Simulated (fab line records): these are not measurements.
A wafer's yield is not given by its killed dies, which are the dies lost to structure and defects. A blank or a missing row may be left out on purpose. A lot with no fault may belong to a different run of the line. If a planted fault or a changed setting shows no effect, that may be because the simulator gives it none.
Struck lot and sound lot, side by side | flow n5_finfet | 41 out of 1938 route steps
Sound: the wafers L614.3, L614.4, L614.5. Struck: wafers L626.2, L626.5, L626.6. The cause comes at the end.
For every step that has rows: the tool of each side, followed by ch and its chambers, followed by its first start. Under that, the readings that differ: sound wafers | struck wafers | difference of the means | sigmas: that difference in standard deviations of wafers without a fault.
alike: words and numbers the same on both sides, and readings whose means are apart by under 2 such deviations; not compared: readings that were withheld, readings missing a value for some wafer, numbers with overlapping values and no deviation given by the record, and bounds like >300 which may hide the same value.
The two part at a step that has a row with sigmas, a row that says differs or no value, or rows on one side only. Numbers that don't overlap but have no deviation are shown without sigmas and don't part them. A reading that every wafer of one side lacks parts them only if that side has two wafers or more.

N5_BEOL_M3_CD_MEAS_35: target cd 18 nm, target cd y 21 nm.
  sound on cd_sem-03 at day 8 00:42; struck on cd_sem-02 at day 11 07:12
  alike: cd_nm
then, 6 steps without rows for these wafers: N5_BEOL_M3_DEGAS_44 (time 60 s); N5_BEOL_M3_PRE_CLEAN_45 (time 30 s); N5_BEOL_M3_ALD_84 (deposits TaN, pulse time 2 s, purge time 3 s, co reactant purge time 2 s); N5_BEOL_M3_SURFACE_TREAT_85; N5_BEOL_M3_CVD_47 (deposits Co from CCTBA/H2, target thk 3 nm, time 223.8 s); N5_BEOL_M3_SPUTTER_48 (material Cu, target thk 4.5 nm, time 8.29 s).
N5_BEOL_M3_ANNEAL_49: time 240 s.
  sound on pvd_sputter-02 at day 8 01:53; struck on pvd_sputter-03 at day 11 08:23
  alike: heater_power_w, susceptor_temp_C
then, 4 steps without rows for these wafers: N5_BEOL_M3_SPUTTER_79 (material Cu, target thk 4.5 nm, time 8.29 s); N5_BEOL_M3_ANNEAL_80 (time 240 s); N5_BEOL_M3_SPUTTER_81 (material Cu, target thk 4.5 nm, time 8.29 s); N5_BEOL_M3_ANNEAL_82 (time 240 s).
N5_BEOL_M3_SPUTTER_86: material Cu, target thk 4.5 nm, time 8.29 s.
  sound on pvd_sputter-02 at day 8 02:28; struck on pvd_sputter-03 at day 11 08:58
  alike: susceptor_temp_C, throttle_valve_pct
then, 1 step without rows for these wafers: N5_BEOL_M3_ANNEAL_87 (time 240 s).
N5_BEOL_M3_SPUTTER_88: material Cu, target thk 4.5 nm, time 8.29 s.
  sound on pvd_sputter-02 at day 8 02:41; struck on pvd_sputter-03 at day 11 09:11
  alike: susceptor_temp_C, throttle_valve_pct
then, 7 steps without rows for these wafers: N5_BEOL_M3_ANNEAL_89 (time 240 s); N5_BEOL_M3_SPUTTER_90 (material Cu, target thk 4.5 nm, time 8.29 s); N5_BEOL_M3_ANNEAL_91 (time 240 s); N5_BEOL_M3_SPUTTER_92 (material Cu, target thk 4.5 nm, time 8.29 s); N5_BEOL_M3_ANNEAL_93 (time 240 s); N5_BEOL_M3_SPUTTER_94 (material Cu, target thk 4.5 nm, time 8.29 s); N5_BEOL_M3_ANNEAL_95 (time 240 s).
N5_BEOL_M3_SPUTTER_96: material Cu, target thk 4.5 nm, time 8.29 s.
  sound on pvd_sputter-02 at day 8 03:34; struck on pvd_sputter-03 at day 11 10:04
  alike: susceptor_temp_C, throttle_valve_pct
then, 2 steps without rows for these wafers: N5_BEOL_M3_ECD_50 (material Cu, target thk 300 nm); N5_BEOL_M3_ANNEAL_51 (time 90 s).
N5_BEOL_M3_CMP_52: polishes, stops on SiOC, t overpolish 6.8 s, target thk 40 nm.
  sound on cmp-04 ch 0,2,3, day 8 04:28; struck on cmp-02 ch 0,1,3, day 11 10:41
  alike: barrier_field_endpoint_s, clearing_platen_rpm, motor_current_A, overpolish_run_s, time_to_endpoint_s
then, 4 steps without rows for these wafers: N5_BEOL_M3_PRE_CLEAN_60 (time 15 s); N5_BEOL_M3_CO_CAP_55 (material Co, precursor CCTBA/H2, target thk 2 nm, time 102.1 s); N5_BEOL_M3_PRE_CLEAN_56 (time 15 s); N5_BEOL_M3_DEP_57 (deposits SiCN from 3MS/NH3, target thk 8 nm, time 14 s).
N5_BEOL_M3_RS_MEAS_58: the measuring method here is four-point-probe.
  sound on film_metro-01 at day 8 04:57; struck on film_metro-02 at day 11 11:07
  alike: M3_RS
then, 1 step without rows for these wafers: N5_BEOL_M4_ILD_DEP_00 (deposits SiOC from DEMS/O2, target thk 79 nm, time 15.3 s).
N5_BEOL_M4_THK_MEAS_01:
  sound on film_metro-02 at day 8 05:05; struck on film_metro-02 at day 11 11:15
  alike: M4_ILD_THK
N5_BEOL_M4_PECVD_72: deposits SiO2 from TEOS/O2, target thk 16 nm, time 18 s.
  sound on pecvd-04 ch 0,2, day 8 05:08; struck on pecvd-02 ch 0,1,2, day 11 11:17
  reading                         | sound          | struck         | difference | sigmas
  showerhead_plenum_p_Torr (Torr) | 8.70 8.64 8.62 | 8.78 8.75 8.73 | +0.10      | +2
  alike: heater_power_w, susceptor_temp_C, throttle_valve_pct
then, 6 steps without rows for these wafers: N5_BEOL_M4_HM_DEP_02 (deposits TiN, target thk 20 nm); N5_BEOL_M4_COAT_61 (time 60 s, resist thk 60 nm); N5_BEOL_M4_COAT_62 (time 60 s, resist thk 12 nm); N5_BEOL_M4_COAT_73 (time 60 s, resist thk 5 nm); N5_BEOL_M4_COAT_05 (resist thk 30 nm); N5_BEOL_M4_EBR_07.
-- the record jumps here: 5 days lie between the struck wafers' starts before and after (it left off in module BEOL_M4 and takes up again in module PASSIVATION, whose first step shown is number 1936 of the route) --
N5_PASSIVATION_PROBE_49:
  sound on prober-02 at day 13 07:29; struck on prober-02 at day 16 20:56
  reading                  | sound          | struck         | difference | sigmas
  defect_limited_yield (%) | 90.3 90.2 90.3 | 82.4 82.5 82.7 | -7.7       | -6
  killed_at_M0_to_M3       | 39 30 31       | 143 127 138    | +103       | +9
  killed_dies              | 115 116 115    | 208 206 204    | +91        | +6
  sort_bin_5_function (%)  | 4.5 5.3 5.3    | 11.6 11.6 11.9 | +6.7       | +8
  sort_n_pass              | 1065 1064 1065 | 972 974 976    | -91        | -4
  sort_yield_pct (%)       | 90.3 90.2 90.3 | 82.4 82.5 82.7 | -7.7       | -4
  alike: killed_at_M4_up, killed_at_contacts, killed_at_front_end, killed_at_other, killed_open, killed_short, sort_bin_6_memory

## WHERE THEY PART
Earliest at N5_BEOL_M4_PECVD_72; latest, in this record, at N5_PASSIVATION_PROBE_49.

WHY: what the simulator had put in
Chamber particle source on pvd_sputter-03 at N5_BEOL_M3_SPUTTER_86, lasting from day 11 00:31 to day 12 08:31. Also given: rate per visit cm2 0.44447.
